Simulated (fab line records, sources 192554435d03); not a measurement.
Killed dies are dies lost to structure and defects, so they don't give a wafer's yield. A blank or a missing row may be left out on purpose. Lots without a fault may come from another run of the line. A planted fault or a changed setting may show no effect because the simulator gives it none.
Which tool did it? | flow n5_finfet | 11 lots, 33 wafers sampled, at 2 steps of a route of 1938

WHAT THE GAUGES READ, wafer by wafer
N5_PASSIVATION_CD_MEAS_10: target cd 3000 nm. Usual: cd_nm 2999.1 nm, standard deviation 1.8.
lot  | measured     | on        | cd_nm (nm)           | flag
L617 | day 13 11:55 | cd_sem-02 | 2999.8 2998.7 2999.8 |
L618 | day 14 22:55 | cd_sem-01 | 3001.2 2999.6 3000.5 |
L619 | day 15 03:50 | cd_sem-03 | 3000.0 2999.3 3000.8 |
L621 | day 15 20:38 | cd_sem-02 | 2998.0 2998.3 3000.9 |
L623 | day 16 09:13 | cd_sem-03 | 2998.4 2997.9 2999.3 |
L624 | day 16 09:47 | cd_sem-02 | 2999.3 2999.7 2999.1 |
L625 | day 16 20:00 | cd_sem-02 | 3000.6 2998.2 3002.2 |
L626 | day 16 12:55 | cd_sem-02 | 3001.5 3001.3 3001.1 |
L629 | day 17 12:19 | cd_sem-03 | 2997.5 2996.5 2999.9 |
L639 | day 19 22:47 | cd_sem-03 | 2998.0 2997.4 2998.8 |
L638 | day 20 19:34 | cd_sem-03 | 3000.5 3000.5 2999.8 |

WHICH TOOL RAN EACH LOT (tool, then ch and the chambers of the sampled wafers, then the start)
lot  | N5_BEOL_M4_SPUTTER_96
L617 | pvd_sputter-02, day 9 17:25
L618 | pvd_sputter-01, day 11 02:54
L619 | pvd_sputter-01, day 11 08:43
L621 | pvd_sputter-03, day 11 17:24
L623 | pvd_sputter-01, day 12 00:43
L624 | pvd_sputter-03, day 12 03:46
L625 | pvd_sputter-03, day 12 10:00
L626 | pvd_sputter-01, day 12 10:52
L629 | pvd_sputter-03, day 13 06:38
L639 | pvd_sputter-01, day 15 21:19
L638 | pvd_sputter-01, day 16 12:29
- N5_BEOL_M4_SPUTTER_96: material Cu, target thk 4.5 nm, time 8.29 s.

WHAT THE TOOLS THEMSELVES READ (means of the sampled wafers that have a number; where no wafer has one, the mark that the record gives instead)
N5_BEOL_M4_SPUTTER_96. Usual: throttle_valve_pct 29.8 %, standard deviation 1.1.
lot  | tool           | throttle_valve_pct (%) | flag
L617 | pvd_sputter-02 | 29.4                   |
L618 | pvd_sputter-01 | 29.7                   |
L619 | pvd_sputter-01 | 30.6                   |
L621 | pvd_sputter-03 | 29.8                   |
L623 | pvd_sputter-01 | 30.2                   |
L624 | pvd_sputter-03 | 30.4                   |
L625 | pvd_sputter-03 | 30.3                   |
L626 | pvd_sputter-01 | 29.3                   |
L629 | pvd_sputter-03 | 29.8                   |
L639 | pvd_sputter-01 | 30.0                   |
L638 | pvd_sputter-01 | 29.3                   |

THE ANSWER, worked out from the rows above alone
Rule: a lot is off if the mean of its wafers that have a number lies more than 3 standard deviations from the usual mean. A lot without any number at a reading at which 4 lots or more have one is off too. The other lots that the step has rows for count as sound. The gauges are gone through in route order, then the tools' own readings, and for those a lot's mean is taken as printed above. The first step at which some lot is off is used, and at that step the reading that is off furthest; a lot without a number counts as furthest.
No lot is off at any reading shown: from this, nothing can be told.

WHAT THE SIMULATOR HAD PUT IN
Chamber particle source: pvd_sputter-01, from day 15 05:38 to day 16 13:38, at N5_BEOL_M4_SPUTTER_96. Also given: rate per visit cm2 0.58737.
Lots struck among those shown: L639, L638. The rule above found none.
